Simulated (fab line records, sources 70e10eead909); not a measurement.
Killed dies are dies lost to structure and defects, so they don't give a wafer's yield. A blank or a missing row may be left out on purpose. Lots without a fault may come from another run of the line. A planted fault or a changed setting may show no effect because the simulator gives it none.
One fault seen from 2 desks | flow nand_harc | each desk has only its own numbers; what lay behind them comes last

THE METROLOGY DESK
What the gauges read, lot by lot, whatever tool the lot ran on: means of the sampled wafers that have a number. A lot is out of limits, marked OUT, if its mean lies more than 4 standard deviations from the usual mean; the brackets give that distance.
Columns: A = cd_nm at NHARC_P_M2_CD_MEAS_09, usual 170.1 nm
lot  | first seen here | A
L628 | day 6 01:56     | 170.3
L630 | day 6 14:50     | 170.5
L631 | day 6 18:28     | 170.5
L633 | day 7 07:42     | 169.9
L632 | day 7 08:41     | 179.2 (+12) OUT
L634 | day 7 21:31     | 179.3 (+12) OUT
L635 | day 7 22:08     | 177.6 (+9.5) OUT
L647 | day 10 19:40    | 170.3
L648 | day 11 01:24    | 170.4
L650 | day 11 10:10    | 169.9
L649 | day 11 11:01    | 168.9
L651 | day 11 14:58    | 169.4
This desk's finding: out of limits on L632, L634, L635; first on L632, day 7 08:41 (cd_nm at NHARC_P_M2_CD_MEAS_09). In limits: L628, L630, L631, L633, L647, L648, L650, L649, L651.

THE DEFECT DESK
What the inspections along the route counted, lot by lot: means of the sampled wafers that have a number. A lot is out of limits, marked OUT, if its mean lies more than 4 standard deviations from the usual mean; the brackets give that distance.
Columns: A = raw_defect_count at NHARC_P_M2_INSPECT_11, usual 4.2
lot  | first seen here | A
L628 | day 6 02:04     | 1.7
L630 | day 6 14:57     | 0.3
L631 | day 6 18:35     | 9.0
L633 | day 7 07:49     | 8.0
L632 | day 7 08:49     | 2.7
L634 | day 7 21:38     | 3.7
L635 | day 7 22:16     | 6.7
L647 | day 10 19:47    | 4.3
L648 | day 11 01:31    | 4.3
L650 | day 11 10:18    | 1.0
L649 | day 11 11:08    | 4.3
L651 | day 11 15:05    | 2.7
This desk's finding: nothing out of limits on any of the 12 lots.

PUT TOGETHER
The metrology desk could have raised an alarm at day 7 08:41, on L632, L634, L635.
The defect desk saw nothing out of limits.
The defect desk has L632, L634, L635 on record, within its limits.
Of the lots named, all ran NHARC_P_M2_PEB_07 on litho_track-01.

WHAT THE SIMULATOR HAD PUT IN
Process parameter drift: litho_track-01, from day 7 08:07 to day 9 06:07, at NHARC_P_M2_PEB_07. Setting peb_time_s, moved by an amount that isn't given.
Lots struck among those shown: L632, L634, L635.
Hours from the fault's start to each desk's first reading out of limits: the metrology desk, 1.
